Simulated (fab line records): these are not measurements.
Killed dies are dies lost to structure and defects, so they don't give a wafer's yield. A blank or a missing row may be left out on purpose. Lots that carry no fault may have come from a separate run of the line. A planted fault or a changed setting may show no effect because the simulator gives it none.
One fault seen from 3 desks	flow n5_finfet	every desk sees just its own numbers, and what lay behind them comes last

TOOL OWNER'S DESK, implanter-02
The tool's own readings at N5_WELL_APT_IMPLANT_31, given as means over the sampled wafers that have a number, one for each lot that went through this tool. If a lot's mean is further than 4 standard deviations from the usual mean, the lot is out of limits and carries the mark OUT (the distance appears in the brackets).
Columns: A = dose_ions_cm2 at N5_WELL_APT_IMPLANT_31, usual 1.5001e+13; B = faraday_current_uA at N5_WELL_APT_IMPLANT_31, usual 191
lot	first seen here	A	B
L191	day 1 15:14	1.4972e+13	189
L193	day 2 03:25	1.5002e+13	187
L195	day 2 15:04	1.5002e+13	192
L197	day 3 03:48	1.4998e+13	188
L201	day 4 03:40	9.4673e+12 (-99 or more) OUT	122 (-18) OUT
L203	day 4 15:20	9.4230e+12 (-99 or more) OUT	121 (-18) OUT
L212	day 6 21:12	1.5003e+13	189
Finding of this desk: L201, L203 out of limits; the first was L201 at day 4 03:40, on dose_ions_cm2 at N5_WELL_APT_IMPLANT_31. In limits: L191, L193, L195, L197, L212.

THE DEFECT DESK
What the inspections along the route counted, lot by lot: means of the sampled wafers that have a number. If a lot's mean is further than 4 standard deviations from the usual mean, the lot is out of limits and carries the mark OUT (the distance appears in the brackets).
Columns: A = raw_defect_count at N5_ZERO_LAYER_INSPECT_20, usual 33
lot	first seen here	A
L191	day 1 13:23	11
L193	day 2 01:19	28
L195	day 2 13:16	42
L196	day 2 19:21	32
L197	day 3 01:37	32
L201	day 4 01:50	40
L203	day 4 13:23	37
L211	day 6 13:23	30
L212	day 6 19:17	41
L213	day 7 01:32	49
Finding of this desk: none of the 10 lots has anything out of limits.

FROM THE METROLOGY DESK
What the gauges read, lot by lot, whatever tool the lot ran on: means of the sampled wafers that have a number. If a lot's mean is further than 4 standard deviations from the usual mean, the lot is out of limits and carries the mark OUT (the distance appears in the brackets). Shown are 7 of the 12 readings it has, namely the first that went out of limits plus those furthest out on some lot.
Columns: A = IOFF_N at N5_BEOL_M4_RC_MEAS_101, usual 0.152 nA/um; B = IOFF_P at N5_BEOL_M4_RC_MEAS_101, usual 0.20 nA/um; C = ION_N at N5_BEOL_M4_RC_MEAS_101, usual 672 uA/um; D = ION_P at N5_BEOL_M4_RC_MEAS_101, usual 461 uA/um; E = RS_PWELL at N5_BEOL_M4_RC_MEAS_101, usual 3013 ohm/sq; F = VT_N at N5_BEOL_M4_RC_MEAS_101, usual 251 mV; G = VT_P at N5_BEOL_M4_RC_MEAS_101, usual -251 mV
lot	first seen here	A	B	C	D	E	F	G
L191	day 1 17:40	0.173	0.24	679	467	2999	248	-246
L193	day 2 05:26	0.167	0.24	673	464	3035	250	-247
L195	day 2 17:13	0.179	0.19	679	458	2985	250	-254
L196	day 2 23:29	0.205	0.28	688	479	3028	244	-243
L197	day 3 05:50	0.159	0.23	679	467	3016	248	-247
L201	day 4 05:43	0.158	0.23	673	465	3939 (+40) OUT	250	-247
L203	day 4 17:21	0.132	0.15	654	447	3912 (+39) OUT	252	-256
L211	day 6 17:34	0.125	0.16	656	449	3012	255	-257
L212	day 6 23:22	0.152	0.19	682	466	3012	251	-251
L213	day 7 05:28	0.132	0.18	668	459	3034	252	-251
This desk's result: L201, L203 out of limits, first on L201 (RS_PWELL at N5_BEOL_M4_RC_MEAS_101), day 10 11:20. In limits: L191, L193, L195, L196, L197, L211, L212, L213.

PUT TOGETHER
At day 4 03:40, on L201, L203, the tool owner's desk was in a position to raise an alarm.
An alarm was possible from the metrology desk at day 10 11:20, on L201, L203.
Nothing the defect desk looked at was out of limits.
The defect desk has L201, L203 on record, within its limits.
Every lot named ran N5_WELL_APT_IMPLANT_31 on implanter-02.

WHAT WAS PUT IN BY THE SIMULATOR
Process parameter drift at N5_WELL_APT_IMPLANT_31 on implanter-02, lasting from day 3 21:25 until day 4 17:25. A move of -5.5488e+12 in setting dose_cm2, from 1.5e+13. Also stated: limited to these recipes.
Shown lots that were struck: L201, L203.
Delay (hours) between the fault's onset and each desk's first out-of-limits reading: 6 at the tool owner's desk, 158 at the metrology desk.
